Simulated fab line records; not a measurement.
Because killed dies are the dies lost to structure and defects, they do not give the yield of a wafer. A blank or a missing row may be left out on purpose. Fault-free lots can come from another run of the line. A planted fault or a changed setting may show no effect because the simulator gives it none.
fab line records | flow n5-finfet | part 1 of 2: steps 1 to 4 of 6
record: lots: 24 | wafers: 72 | last-day: 18
route steps=1938 shown WELL_APT@45 PMOS_HMC_CHANNEL_EPI@67
lots untouched by any fault: they come from a run of this same line in which no faults occurred
start-h: hours from the record's first day to the start of the lot's first wafer shown | wait-h: hours from the lot's prior step to this one | " the same as in the row above | L1.1+2: several wafers, shown together as one row | - no value, or no start was given | * or withheld: withheld | < > ~ a bound
route shown NAME@n: NAME is a module with steps in the file, n the number in the route of the first one | usual: average and standard deviation across the fault-free wafers | same: alike in all rows | chamber/n: place in a boat | sites: the reading at each site | _std_site: the standard deviation of these | _edge_site: outer sites' mean less inner sites' | radius-mm: for every site, how far away it sits from the centre of the wafer | mask NAME#n: copy n | behind: the tool/chamber that last shaped the wafer | hold: why the lot was held/for how many hours/how that ended | device: names the non-switching transistor (n, p or np) | end of line: at the end of the route, the tests of the same wafers | a step without rows: its recipe alone | killed: at the first sort, the dies lost to defects and structure; wafer yield is something else | map: shows each die of a wafer: x if killed, . if not, _ if none is there
set.NAME: the run value of the setting; set.NAME@STEP: its run value at that earlier step | model.NAME: the simulator's own value behind a step, which no gauge read
one table for each step of the route and one row for each wafer, over a sample of lots
services: a tool's chamber out of use, with start hour (start-h, from the record's first day; less than 0 if before it), hours out, and reason
== steps ==
step: N5_WELL_APT_INSPECT_27
recipe: mode: adi | inspect-instrument: macro
usual: raw-defect-count: 2.0/1.4
lot.wafer | tool              | chamber | start-h | wait-h | raw-defect-count
L074.1    | defect-inspect-01 | -       | 15.11   | 0.0    | 0
L074.2    | "                 | -       | "       | "      | 3
L074.3    | "                 | -       | "       | "      | 1
L075.3    | defect-inspect-02 | -       | 21.30   | 0.0    | 3
L075.4    | "                 | -       | "       | "      | 6
L075.6    | "                 | -       | "       | "      | 2
L076.3    | defect-inspect-01 | -       | 27.51   | 0.0    | 3
L076.4    | "                 | -       | "       | "      | 1
L076.6    | "                 | -       | "       | "      | 3
L077.3    | defect-inspect-02 | -       | 33.01   | 0.0    | 1
L077.4    | "                 | -       | "       | "      | 1
L077.6    | "                 | -       | "       | "      | 2
L078.2    | defect-inspect-01 | -       | 39.56   | 0.0    | 4
L078.4    | "                 | -       | "       | "      | 0
L078.5    | "                 | -       | "       | "      | 2
L079.3    | defect-inspect-02 | -       | 45.28   | 0.0    | 4
L079.4    | "                 | -       | "       | "      | 0
L079.6    | "                 | -       | "       | "      | 2
L080.1    | defect-inspect-02 | -       | 51.61   | 0.0    | 5
L080.4    | "                 | -       | "       | "      | 1
L080.6    | "                 | -       | "       | "      | 4
L081.1    | defect-inspect-02 | -       | 57.46   | 0.0    | 1
L081.2    | "                 | -       | "       | "      | 1
L081.5    | "                 | -       | "       | "      | 2
L082.1    | defect-inspect-01 | -       | 63.91   | 0.0    | 1
L082.4    | "                 | -       | "       | "      | 1
L082.5    | "                 | -       | "       | "      | 2
L083.1    | defect-inspect-02 | -       | 70.33   | 0.0    | 0
L083.2    | "                 | -       | "       | "      | 4
L083.5    | "                 | -       | "       | "      | 2
L084.1    | defect-inspect-01 | -       | 75.26   | 0.0    | 1
L084.5    | "                 | -       | "       | "      | 3
L084.6    | "                 | -       | "       | "      | 2
L085.2    | defect-inspect-02 | -       | 81.16   | 0.0    | 0
L085.4    | "                 | -       | "       | "      | 2
L085.6    | "                 | -       | "       | "      | 1
L086.1    | defect-inspect-02 | -       | 86.99   | 0.0    | 2
L086.2    | "                 | -       | "       | "      | 2
L086.4    | "                 | -       | "       | "      | 0
L087.1    | defect-inspect-01 | -       | 93.05   | 0.0    | 3
L087.2    | "                 | -       | "       | "      | 1
L087.6    | "                 | -       | "       | "      | 0
L088.2    | defect-inspect-01 | -       | 99.13   | 0.0    | 1
L088.5    | "                 | -       | "       | "      | 3
L088.6    | "                 | -       | "       | "      | 3
L089.3    | defect-inspect-01 | -       | 105.01  | 0.0    | 3
L089.4    | "                 | -       | "       | "      | 2
L089.5    | "                 | -       | "       | "      | 2
L090.2    | defect-inspect-01 | -       | 111.57  | 0.0    | 1
L090.3    | "                 | -       | "       | "      | 1
L090.4    | "                 | -       | "       | "      | 3
L091.1    | defect-inspect-02 | -       | 116.97  | 0.0    | 5
L091.3    | "                 | -       | "       | "      | 3
L091.4    | "                 | -       | "       | "      | 4
L092.2    | defect-inspect-01 | -       | 123.12  | 0.0    | 1
L092.5    | "                 | -       | "       | "      | 2
L092.6    | "                 | -       | "       | "      | 1
L093.1    | defect-inspect-01 | -       | 128.98  | 0.0    | 2
L093.2    | "                 | -       | "       | "      | 4
L093.3    | "                 | -       | "       | "      | 0
L094.4    | defect-inspect-02 | -       | 135.41  | 0.0    | 1
L094.5    | "                 | -       | "       | "      | 2
L094.6    | "                 | -       | "       | "      | 3
L095.2    | defect-inspect-01 | -       | 141.12  | 0.0    | 3
L095.4    | "                 | -       | "       | "      | 2
L095.5    | "                 | -       | "       | "      | 1
L096.1    | defect-inspect-01 | -       | 146.87  | 0.0    | 4
L096.2    | "                 | -       | "       | "      | 2
L096.4    | "                 | -       | "       | "      | 2
L097.4    | defect-inspect-02 | -       | 153.03  | 0.0    | 4
L097.5    | "                 | -       | "       | "      | 1
L097.6    | "                 | -       | "       | "      | 2
step: N5_PMOS_HMC_CHANNEL_EPI_INSPECT_11
recipe: mode: adi | inspect-instrument: macro
usual: raw-defect-count: 2.0/1.5
lot.wafer | tool              | chamber | start-h | wait-h | raw-defect-count
L074.1    | defect-inspect-01 | -       | 17.32   | 0.0    | 3
L074.2    | "                 | -       | "       | "      | 1
L074.3    | "                 | -       | "       | "      | 1
L075.3    | defect-inspect-02 | -       | 23.48   | 0.0    | 0
L075.4    | "                 | -       | "       | "      | 2
L075.6    | "                 | -       | "       | "      | 0
L076.3    | defect-inspect-02 | -       | 29.91   | 0.0    | 3
L076.4    | "                 | -       | "       | "      | 1
L076.6    | "                 | -       | "       | "      | 3
L077.3    | defect-inspect-01 | -       | 35.37   | 0.0    | 2
L077.4    | "                 | -       | "       | "      | 6
L077.6    | "                 | -       | "       | "      | 2
L078.2    | defect-inspect-02 | -       | 41.83   | 0.0    | 5
L078.4    | "                 | -       | "       | "      | 1
L078.5    | "                 | -       | "       | "      | 0
L079.3    | defect-inspect-01 | -       | 47.57   | 0.0    | 3
L079.4    | "                 | -       | "       | "      | 2
L079.6    | "                 | -       | "       | "      | 4
L080.1    | defect-inspect-01 | -       | 53.67   | 0.0    | 2
L080.4    | "                 | -       | "       | "      | 1
L080.6    | "                 | -       | "       | "      | 1
L081.1    | defect-inspect-02 | -       | 59.64   | 0.0    | 1
L081.2    | "                 | -       | "       | "      | 4
L081.5    | "                 | -       | "       | "      | 2
L082.1    | defect-inspect-02 | -       | 66.73   | 0.0    | 0
L082.4    | "                 | -       | "       | "      | 2
L082.5    | "                 | -       | "       | "      | 1
L083.1    | defect-inspect-02 | -       | 73.05   | 0.0    | 1
L083.2    | "                 | -       | "       | "      | 2
L083.5    | "                 | -       | "       | "      | 2
L084.1    | defect-inspect-02 | -       | 78.80   | 0.0    | 1
L084.5    | "                 | -       | "       | "      | 2
L084.6    | "                 | -       | "       | "      | 2
L085.2    | defect-inspect-02 | -       | 83.60   | 0.0    | 1
L085.4    | "                 | -       | "       | "      | 2
L085.6    | "                 | -       | "       | "      | 3
L086.1    | defect-inspect-02 | -       | 89.12   | 0.0    | 0
L086.2    | "                 | -       | "       | "      | 1
L086.4    | "                 | -       | "       | "      | 3
L087.1    | defect-inspect-02 | -       | 95.53   | 0.0    | 0
L087.2    | "                 | -       | "       | "      | 1
L087.6    | "                 | -       | "       | "      | 0
L088.2    | defect-inspect-01 | -       | 101.58  | 0.0    | 7
L088.5    | "                 | -       | "       | "      | 2
L088.6    | "                 | -       | "       | "      | 2
L089.3    | defect-inspect-01 | -       | 107.62  | 0.0    | 1
L089.4    | "                 | -       | "       | "      | 4
L089.5    | "                 | -       | "       | "      | 1
L090.2    | defect-inspect-02 | -       | 114.08  | 0.0    | 3
L090.3    | "                 | -       | "       | "      | 1
L090.4    | "                 | -       | "       | "      | 2
L091.1    | defect-inspect-01 | -       | 119.22  | 0.0    | 4
L091.3    | "                 | -       | "       | "      | 0
L091.4    | "                 | -       | "       | "      | 2
L092.2    | defect-inspect-02 | -       | 125.98  | 0.0    | 2
L092.5    | "                 | -       | "       | "      | 2
L092.6    | "                 | -       | "       | "      | 3
L093.1    | defect-inspect-01 | -       | 131.41  | 0.0    | 3
L093.2    | "                 | -       | "       | "      | 4
L093.3    | "                 | -       | "       | "      | 3
L094.4    | defect-inspect-02 | -       | 137.72  | 0.0    | 3
L094.5    | "                 | -       | "       | "      | 0
L094.6    | "                 | -       | "       | "      | 1
L095.2    | defect-inspect-01 | -       | 143.30  | 0.0    | 1
L095.4    | "                 | -       | "       | "      | 1
L095.5    | "                 | -       | "       | "      | 1
L096.1    | defect-inspect-01 | -       | 149.06  | 0.0    | 4
L096.2    | "                 | -       | "       | "      | 2
L096.4    | "                 | -       | "       | "      | 0
L097.4    | defect-inspect-01 | -       | 155.23  | 0.0    | 3
L097.5    | "                 | -       | "       | "      | 4
L097.6    | "                 | -       | "       | "      | 0
step: N5_PMOS_HMC_CHANNEL_EPI_DESCUM_14
recipe: chemistry: O2 | time-s: 7.9 | source-power-w: 50 | bias-power-w: 20 | pressure-mtorr: 20 | rf-frequency-hz: 2.712e+07 | temp-c: 40 | resist: CAR-ArF-block | o2-flow-sccm: 225
usual: drypump-motor-current-A: 5.6/0.37 | oes-product-au: 0.81/0.09 | rf-fwd-power-W: 49.39/0.24 | rf-vpp-V: 243.5/1.6 | showerhead-plenum-p-Torr: 2.12/0.08 | throttle-valve-pct: 20.3/0.3
lot.wafer | tool        | chamber | start-h | wait-h | drypump-motor-current-A | oes-product-au | rf-fwd-power-W | rf-hours-counter-h | rf-vpp-V | showerhead-plenum-p-Torr | throttle-valve-pct
L074.1    | rie-diel-06 | 2       | 17.35   | 0.0    | 5.2                     | 0.76           | 49.46          | 151                | 242.1    | 2.08                     | 20.5
L074.2    | "           | 0       | "       | "      | 5.8                     | 0.69           | 49.42          | 250                | 240.9    | 2.06                     | 20.8
L074.3    | "           | 3       | "       | "      | 5.3                     | 0.96           | 49.52          | 7                  | 243.6    | 2.23                     | 20.3
L075.3    | rie-diel-01 | 1       | 23.72   | 0.2    | 5.8                     | 0.76           | 49.66          | 143                | 244.4    | 2.09                     | 20.2
L075.4    | "           | 2       | "       | "      | 6.1                     | 0.74           | 49.22          | -                  | 242.1    | 2.02                     | 20.6
L075.6    | "           | 0       | "       | "      | 5.2                     | 0.76           | 49.73          | -                  | 244.1    | 2.17                     | 20.3
L076.3    | rie-diel-06 | 2       | 30.28   | 0.4    | 5.2                     | 0.75           | 49.43          | 158                | 242.9    | 2.08                     | 20.5
L076.4    | "           | 2       | "       | "      | 5.2                     | 0.76           | 49.24          | -                  | 242.0    | 2.08                     | 20.5
L076.6    | "           | 0       | "       | "      | 5.7                     | 0.69           | 49.51          | -                  | 243.0    | 2.05                     | 20.8
L077.3    | rie-diel-06 | 3       | 35.78   | 0.4    | 5.3                     | 0.93           | 49.30          | 16                 | 247.3    | 2.23                     | 20.3
L077.4    | "           | 1       | "       | "      | 5.9                     | 0.98           | 49.02          | -                  | 243.3    | 2.12                     | 19.7
L077.6    | "           | 2       | "       | "      | 5.2                     | 0.75           | 49.42          | -                  | 242.7    | 2.08                     | 20.5
L078.2    | rie-diel-01 | 1       | 41.86   | 0.0    | 5.8                     | 0.74           | 49.64          | 151                | 242.6    | 2.09                     | 20.2
L078.4    | "           | 0       | "       | "      | 5.3                     | 0.75           | 49.88          | 131                | 245.3    | 2.17                     | 20.3
L078.5    | "           | 2       | "       | "      | 6.1                     | 0.73           | 49.58          | -                  | 242.2    | 2.02                     | 20.6
L079.3    | rie-diel-03 | 2       | 48.18   | 0.6    | 5.2                     | 0.78           | 49.41          | 130                | 243.7    | 2.00                     | 19.9
L079.4    | "           | 3       | "       | "      | 5.9                     | 0.73           | 49.29          | 198                | 242.6    | 2.16                     | 20.8
L079.6    | "           | 2       | "       | "      | 5.2                     | 0.79           | 49.38          | -                  | 242.6    | 2.00                     | 19.9
L080.1    | rie-diel-03 | 0       | 53.70   | 0.0    | 5.2                     | 0.90           | 48.92          | 26                 | 246.6    | 2.24                     | 20.1
L080.4    | "           | 2       | "       | "      | 5.2                     | 0.78           | 49.56          | 131                | 241.6    | 2.00                     | 19.8
L080.6    | "           | 0       | "       | "      | 5.2                     | 0.90           | 48.88          | -                  | 243.4    | 2.24                     | 20.1
L081.1    | rie-diel-03 | 3       | 59.83   | 0.2    | 5.9                     | 0.73           | 49.30          | 202                | 243.8    | 2.16                     | 20.8
L081.2    | "           | 0       | "       | "      | 5.2                     | 0.90           | 49.55          | 28                 | 244.8    | 2.24                     | 20.1
L081.5    | "           | 2       | "       | "      | 5.2                     | 0.79           | 49.30          | -                  | 241.6    | 2.00                     | 19.9
L082.1    | rie-diel-01 | 0       | 66.77   | 0.0    | 5.2                     | 0.75           | 49.79          | 140                | 245.3    | 2.16                     | 20.3
L082.4    | "           | 2       | "       | "      | 6.1                     | 0.73           | 49.24          | 184                | 241.8    | 2.01                     | 20.6
L082.5    | "           | 0       | "       | "      | 5.2                     | 0.74           | 49.82          | -                  | 245.1    | 2.16                     | 20.3
L083.1    | rie-diel-03 | 1       | 73.08   | 0.0    | 6.0                     | 0.84           | 49.29          | 59                 | 243.4    | 2.21                     | 19.9
L083.2    | "           | 2       | "       | "      | 5.2                     | 0.79           | 49.08          | 134                | 242.9    | 2.00                     | 19.9
L083.5    | "           | 3       | "       | "      | 5.9                     | 0.71           | 49.59          | -                  | 245.6    | 2.16                     | 20.8
L084.1    | rie-diel-03 | 1       | 78.83   | 0.0    | 6.0                     | 0.83           | 49.02          | 61                 | 244.7    | 2.21                     | 19.9
L084.5    | "           | 3       | "       | "      | 5.9                     | 0.71           | 49.47          | -                  | 244.6    | 2.16                     | 20.8
L084.6    | "           | 0       | "       | "      | 5.2                     | 0.88           | 49.16          | -                  | 245.1    | 2.24                     | 20.1
L085.2    | rie-diel-06 | 3       | 83.87   | 0.3    | 5.3                     | 0.89           | 49.61          | 35                 | 245.4    | 2.22                     | 20.4
L085.4    | "           | 1       | "       | "      | 5.9                     | 0.92           | 49.04          | 18                 | 243.5    | 2.12                     | 19.8
L085.6    | "           | 3       | "       | "      | 5.3                     | 0.89           | 49.28          | -                  | 246.0    | 2.22                     | 20.4
L086.1    | rie-diel-01 | 2       | 89.15   | 0.0    | 6.1                     | 0.72           | 49.34          | 191                | 241.4    | 2.01                     | 20.6
L086.2    | "           | 1       | "       | "      | 5.8                     | 0.73           | 49.62          | 167                | 244.0    | 2.09                     | 20.2
L086.4    | "           | 0       | "       | "      | 5.2                     | 0.74           | 49.50          | 147                | 244.6    | 2.16                     | 20.3
L087.1    | rie-diel-01 | 3       | 95.56   | 0.0    | 6.2                     | 0.93           | 49.57          | 22                 | 242.0    | 2.04                     | 20.0
L087.2    | "           | 2       | "       | "      | 6.1                     | 0.73           | 49.10          | 193                | 241.7    | 2.01                     | 20.6
L087.6    | "           | 0       | "       | "      | 5.2                     | 0.74           | 49.87          | -                  | 244.7    | 2.16                     | 20.3
L088.2    | rie-diel-03 | 0       | 101.61  | 0.0    | 5.2                     | 0.87           | 49.26          | 42                 | 245.2    | 2.23                     | 20.1
L088.5    | "           | 0       | "       | "      | 5.3                     | 0.87           | 49.24          | -                  | 244.7    | 2.23                     | 20.1
L088.6    | "           | 1       | "       | "      | 5.9                     | 0.82           | 49.47          | -                  | 246.1    | 2.20                     | 19.9
L089.3    | rie-diel-01 | 0       | 107.66  | 0.0    | 5.2                     | 0.73           | 49.88          | 153                | 244.1    | 2.16                     | 20.3
L089.4    | "           | 3       | "       | "      | 6.3                     | 0.92           | 49.51          | 25                 | 244.1    | 2.04                     | 20.1
L089.5    | "           | 0       | "       | "      | 5.2                     | 0.73           | 49.75          | -                  | 243.5    | 2.16                     | 20.3
L090.2    | rie-diel-03 | 3       | 114.11  | 0.0    | 5.9                     | 0.70           | 49.56          | 219                | 244.4    | 2.15                     | 20.8
L090.3    | "           | 0       | "       | "      | 5.2                     | 0.86           | 49.09          | 45                 | 245.0    | 2.23                     | 20.1
L090.4    | "           | 1       | "       | "      | 6.0                     | 0.82           | 49.10          | 71                 | 246.0    | 2.20                     | 19.9
L091.1    | rie-diel-06 | 2       | 119.25  | 0.0    | 5.2                     | 0.73           | 49.21          | 190                | 242.5    | 2.07                     | 20.6
L091.3    | "           | 0       | "       | "      | 5.7                     | 0.95           | 49.58          | 19                 | 242.1    | 2.05                     | 20.4
L091.4    | "           | 0       | "       | "      | 5.8                     | 0.95           | 49.48          | -                  | 241.3    | 2.05                     | 20.4
L092.2    | rie-diel-06 | 0       | 126.01  | 0.0    | 5.8                     | 0.94           | 49.44          | 22                 | 244.2    | 2.05                     | 20.4
L092.5    | "           | 1       | "       | "      | 5.9                     | 0.90           | 48.93          | -                  | 243.3    | 2.11                     | 19.7
L092.6    | "           | 0       | "       | "      | 5.8                     | 0.94           | 49.37          | -                  | 242.3    | 2.05                     | 20.4
L093.1    | rie-diel-03 | 2       | 131.45  | 0.0    | 5.2                     | 0.77           | 49.37          | 151                | 242.2    | 1.99                     | 19.9
L093.2    | "           | 3       | "       | "      | 5.8                     | 0.70           | 49.29          | 225                | 244.9    | 2.15                     | 20.8
L093.3    | "           | 1       | "       | "      | 6.0                     | 0.81           | 49.19          | 76                 | 245.4    | 2.20                     | 19.9
L094.4    | rie-diel-01 | 2       | 137.76  | 0.0    | 6.1                     | 0.71           | 49.31          | 205                | 241.8    | 2.01                     | 20.6
L094.5    | "           | 1       | "       | "      | 5.8                     | 0.72           | 49.68          | -                  | 244.4    | 2.08                     | 20.2
L094.6    | "           | 0       | "       | "      | 5.2                     | 0.73           | 49.66          | -                  | 244.1    | 2.16                     | 20.3
L095.2    | rie-diel-01 | 1       | 143.50  | 0.2    | 5.8                     | 0.71           | 49.48          | 184                | 242.8    | 2.08                     | 20.2
L095.4    | "           | 2       | "       | "      | 6.1                     | 0.71           | 49.48          | 207                | 240.6    | 2.01                     | 20.6
L095.5    | "           | 1       | "       | "      | 5.8                     | 0.71           | 49.74          | -                  | 241.9    | 2.08                     | 20.2
L096.1    | rie-diel-06 | 1       | 149.09  | 0.0    | 5.9                     | 0.87           | 48.96          | 33                 | 243.6    | 2.11                     | 19.7
L096.2    | "           | 0       | "       | "      | 5.8                     | 0.92           | 49.28          | 30                 | 241.7    | 2.04                     | 20.4
L096.4    | "           | 3       | "       | "      | 5.3                     | 0.85           | 49.58          | 55                 | 245.5    | 2.21                     | 20.4
L097.4    | rie-diel-01 | 3       | 155.27  | 0.0    | 6.2                     | 0.91           | 49.28          | 40                 | 241.8    | 2.04                     | 20.1
L097.5    | "           | 1       | "       | "      | 5.8                     | 0.72           | 49.62          | -                  | 243.5    | 2.08                     | 20.3
L097.6    | "           | 0       | "       | "      | 5.2                     | 0.72           | 49.64          | -                  | 244.0    | 2.15                     | 20.3
step: N5_PMOS_HMC_CHANNEL_EPI_HM_OPEN_15
recipe: chemistry: CHF3/O2 | target: SiO2 | mask-material: CAR-ArF-block | target-depth-a: 406 | CHF3_flow_sccm: 50 | O2_flow_sccm: 5 | Ar_flow_sccm: 200 | time-s: 20.3 | pressure-mtorr: 30 | source-w: 650 | bias-w: 170 | ion-energy-ev: 200
usual: drypump-motor-current-A: 5.6/0.38 | oes-product-au: 0.81/0.089 | rf-fwd-power-W: 645.2/2.5 | rf-vpp-V: 522/8.4 | showerhead-plenum-p-Torr: 2.44/0.096 | throttle-valve-pct: 18.76/0.29
lot.wafer | tool        | chamber | start-h | wait-h | drypump-motor-current-A | oes-product-au | rf-fwd-power-W | rf-hours-counter-h | rf-vpp-V | showerhead-plenum-p-Torr | throttle-valve-pct
L074.1    | rie-diel-06 | 2       | 17.43   | 0.0    | 5.2                     | 0.75           | 642.9          | 151                | 518      | 2.42                     | 19.15
L074.2    | "           | 0       | "       | "      | 5.8                     | 0.68           | 641.4          | 250                | 509      | 2.35                     | 19.17
L074.3    | "           | 3       | "       | "      | 5.3                     | 0.95           | 644.3          | 7                  | 532      | 2.57                     | 18.81
L075.3    | rie-diel-01 | 1       | 23.80   | 0.0    | 5.8                     | 0.77           | 649.7          | 144                | 525      | 2.42                     | 18.69
L075.4    | "           | 2       | "       | "      | 6.1                     | 0.74           | 647.4          | -                  | 516      | 2.29                     | 18.81
L075.6    | "           | 0       | "       | "      | 5.2                     | 0.76           | 648.6          | -                  | 512      | 2.50                     | 18.84
L076.3    | rie-diel-06 | 2       | 30.35   | 0.0    | 5.2                     | 0.75           | 645.1          | 158                | 517      | 2.42                     | 19.16
L076.4    | "           | 2       | "       | "      | 5.2                     | 0.75           | 646.8          | -                  | 517      | 2.42                     | 19.15
L076.6    | "           | 0       | "       | "      | 5.8                     | 0.69           | 643.4          | -                  | 510      | 2.34                     | 19.19
L077.3    | rie-diel-06 | 3       | 35.86   | 0.0    | 5.3                     | 0.93           | 644.3          | 16                 | 531      | 2.56                     | 18.83
L077.4    | "           | 1       | "       | "      | 5.9                     | 0.99           | 645.2          | -                  | 525      | 2.46                     | 18.28
L077.6    | "           | 2       | "       | "      | 5.2                     | 0.75           | 642.1          | -                  | 517      | 2.42                     | 19.14
L078.2    | rie-diel-01 | 1       | 41.94   | 0.0    | 5.8                     | 0.76           | 648.1          | 151                | 526      | 2.42                     | 18.71
L078.4    | "           | 0       | "       | "      | 5.2                     | 0.76           | 647.3          | 131                | 511      | 2.50                     | 18.83
L078.5    | "           | 2       | "       | "      | 6.1                     | 0.74           | 646.9          | -                  | 516      | 2.29                     | 18.84
L079.3    | rie-diel-03 | 2       | 48.26   | 0.0    | 5.2                     | 0.78           | 646.8          | 130                | 518      | 2.31                     | 18.40
L079.4    | "           | 3       | "       | "      | 5.9                     | 0.73           | 645.3          | 198                | 526      | 2.49                     | 19.29
L079.6    | "           | 2       | "       | "      | 5.2                     | 0.78           | 646.7          | -                  | 517      | 2.31                     | 18.42
L080.1    | rie-diel-03 | 0       | 53.78   | 0.0    | 5.2                     | 0.89           | 642.7          | 26                 | 523      | 2.58                     | 18.53
L080.4    | "           | 2       | "       | "      | 5.2                     | 0.78           | 644.7          | 131                | 516      | 2.31                     | 18.40
L080.6    | "           | 0       | "       | "      | 5.2                     | 0.89           | 642.8          | -                  | 523      | 2.58                     | 18.52
L081.1    | rie-diel-03 | 3       | 59.90   | 0.0    | 5.9                     | 0.72           | 647.6          | 202                | 526      | 2.49                     | 19.28
L081.2    | "           | 0       | "       | "      | 5.2                     | 0.88           | 641.4          | 28                 | 522      | 2.58                     | 18.53
L081.5    | "           | 2       | "       | "      | 5.2                     | 0.78           | 647.1          | -                  | 518      | 2.31                     | 18.43
L082.1    | rie-diel-01 | 0       | 66.85   | 0.0    | 5.2                     | 0.75           | 648.3          | 140                | 511      | 2.50                     | 18.86
L082.4    | "           | 2       | "       | "      | 6.1                     | 0.73           | 643.2          | 184                | 515      | 2.28                     | 18.87
L082.5    | "           | 0       | "       | "      | 5.2                     | 0.75           | 651.3          | -                  | 511      | 2.50                     | 18.85
L083.1    | rie-diel-03 | 1       | 73.16   | 0.0    | 6.0                     | 0.83           | 641.8          | 60                 | 521      | 2.53                     | 18.33
L083.2    | "           | 2       | "       | "      | 5.2                     | 0.77           | 644.7          | 134                | 517      | 2.31                     | 18.43
L083.5    | "           | 3       | "       | "      | 5.9                     | 0.72           | 643.6          | -                  | 528      | 2.49                     | 19.30
L084.1    | rie-diel-03 | 1       | 78.91   | 0.0    | 6.0                     | 0.82           | 643.8          | 61                 | 522      | 2.53                     | 18.32
L084.5    | "           | 3       | "       | "      | 5.9                     | 0.71           | 646.4          | -                  | 528      | 2.49                     | 19.29
L084.6    | "           | 0       | "       | "      | 5.2                     | 0.88           | 643.9          | -                  | 524      | 2.58                     | 18.55
L085.2    | rie-diel-06 | 3       | 83.94   | 0.0    | 5.3                     | 0.89           | 646.1          | 35                 | 532      | 2.56                     | 18.86
L085.4    | "           | 1       | "       | "      | 5.9                     | 0.92           | 640.0          | 18                 | 525      | 2.45                     | 18.30
L085.6    | "           | 3       | "       | "      | 5.3                     | 0.90           | 643.1          | -                  | 532      | 2.56                     | 18.88
L086.1    | rie-diel-01 | 2       | 89.23   | 0.0    | 6.1                     | 0.73           | 644.8          | 191                | 514      | 2.28                     | 18.86
L086.2    | "           | 1       | "       | "      | 5.8                     | 0.75           | 643.6          | 167                | 526      | 2.41                     | 18.73
L086.4    | "           | 0       | "       | "      | 5.2                     | 0.74           | 647.9          | 147                | 511      | 2.50                     | 18.86
L087.1    | rie-diel-01 | 3       | 95.64   | 0.0    | 6.2                     | 0.93           | 647.8          | 22                 | 541      | 2.36                     | 18.57
L087.2    | "           | 2       | "       | "      | 6.1                     | 0.71           | 644.4          | 193                | 516      | 2.28                     | 18.88
L087.6    | "           | 0       | "       | "      | 5.2                     | 0.74           | 647.7          | -                  | 511      | 2.49                     | 18.87
L088.2    | rie-diel-03 | 0       | 101.69  | 0.0    | 5.2                     | 0.86           | 641.3          | 42                 | 524      | 2.57                     | 18.54
L088.5    | "           | 0       | "       | "      | 5.2                     | 0.87           | 644.9          | -                  | 524      | 2.57                     | 18.56
L088.6    | "           | 1       | "       | "      | 6.0                     | 0.81           | 646.2          | -                  | 522      | 2.53                     | 18.35
L089.3    | rie-diel-01 | 0       | 107.73  | 0.0    | 5.2                     | 0.74           | 649.8          | 153                | 512      | 2.49                     | 18.87
L089.4    | "           | 3       | "       | "      | 6.3                     | 0.94           | 646.6          | 25                 | 540      | 2.36                     | 18.60
L089.5    | "           | 0       | "       | "      | 5.2                     | 0.73           | 648.2          | -                  | 510      | 2.49                     | 18.89
L090.2    | rie-diel-03 | 3       | 114.19  | 0.0    | 5.9                     | 0.71           | 642.9          | 219                | 527      | 2.49                     | 19.31
L090.3    | "           | 0       | "       | "      | 5.2                     | 0.86           | 639.4          | 45                 | 522      | 2.57                     | 18.56
L090.4    | "           | 1       | "       | "      | 6.0                     | 0.81           | 646.8          | 71                 | 521      | 2.53                     | 18.34
L091.1    | rie-diel-06 | 2       | 119.33  | 0.0    | 5.3                     | 0.72           | 641.0          | 190                | 518      | 2.41                     | 19.20
L091.3    | "           | 0       | "       | "      | 5.8                     | 0.94           | 647.4          | 19                 | 510      | 2.34                     | 18.72
L091.4    | "           | 0       | "       | "      | 5.8                     | 0.93           | 641.9          | -                  | 508      | 2.34                     | 18.72
L092.2    | rie-diel-06 | 0       | 126.09  | 0.0    | 5.8                     | 0.93           | 642.7          | 22                 | 510      | 2.34                     | 18.74
L092.5    | "           | 1       | "       | "      | 5.9                     | 0.90           | 641.2          | -                  | 525      | 2.45                     | 18.31
L092.6    | "           | 0       | "       | "      | 5.8                     | 0.93           | 643.6          | -                  | 509      | 2.34                     | 18.73
L093.1    | rie-diel-03 | 2       | 131.53  | 0.0    | 5.2                     | 0.76           | 647.8          | 151                | 519      | 2.30                     | 18.45
L093.2    | "           | 3       | "       | "      | 5.9                     | 0.71           | 644.2          | 225                | 526      | 2.48                     | 19.33
L093.3    | "           | 1       | "       | "      | 6.0                     | 0.81           | 644.6          | 76                 | 522      | 2.52                     | 18.36
L094.4    | rie-diel-01 | 2       | 137.83  | 0.0    | 6.1                     | 0.72           | 644.1          | 205                | 516      | 2.28                     | 18.89
L094.5    | "           | 1       | "       | "      | 5.8                     | 0.73           | 648.3          | -                  | 526      | 2.41                     | 18.77
L094.6    | "           | 0       | "       | "      | 5.2                     | 0.73           | 643.9          | -                  | 512      | 2.49                     | 18.89
L095.2    | rie-diel-01 | 1       | 143.57  | 0.0    | 5.9                     | 0.72           | 648.9          | 184                | 525      | 2.40                     | 18.76
L095.4    | "           | 2       | "       | "      | 6.1                     | 0.71           | 644.7          | 207                | 514      | 2.27                     | 18.88
L095.5    | "           | 1       | "       | "      | 5.8                     | 0.72           | 646.6          | -                  | 524      | 2.40                     | 18.79
L096.1    | rie-diel-06 | 1       | 149.17  | 0.0    | 5.9                     | 0.89           | 638.3          | 33                 | 524      | 2.44                     | 18.33
L096.2    | "           | 0       | "       | "      | 5.8                     | 0.92           | 647.7          | 30                 | 509      | 2.33                     | 18.74
L096.4    | "           | 3       | "       | "      | 5.3                     | 0.86           | 646.0          | 55                 | 532      | 2.55                     | 18.90
L097.4    | rie-diel-01 | 3       | 155.34  | 0.0    | 6.2                     | 0.91           | 644.3          | 40                 | 540      | 2.36                     | 18.63
L097.5    | "           | 1       | "       | "      | 5.8                     | 0.73           | 643.6          | -                  | 524      | 2.40                     | 18.77
L097.6    | "           | 0       | "       | "      | 5.2                     | 0.72           | 648.3          | -                  | 511      | 2.49                     | 18.91
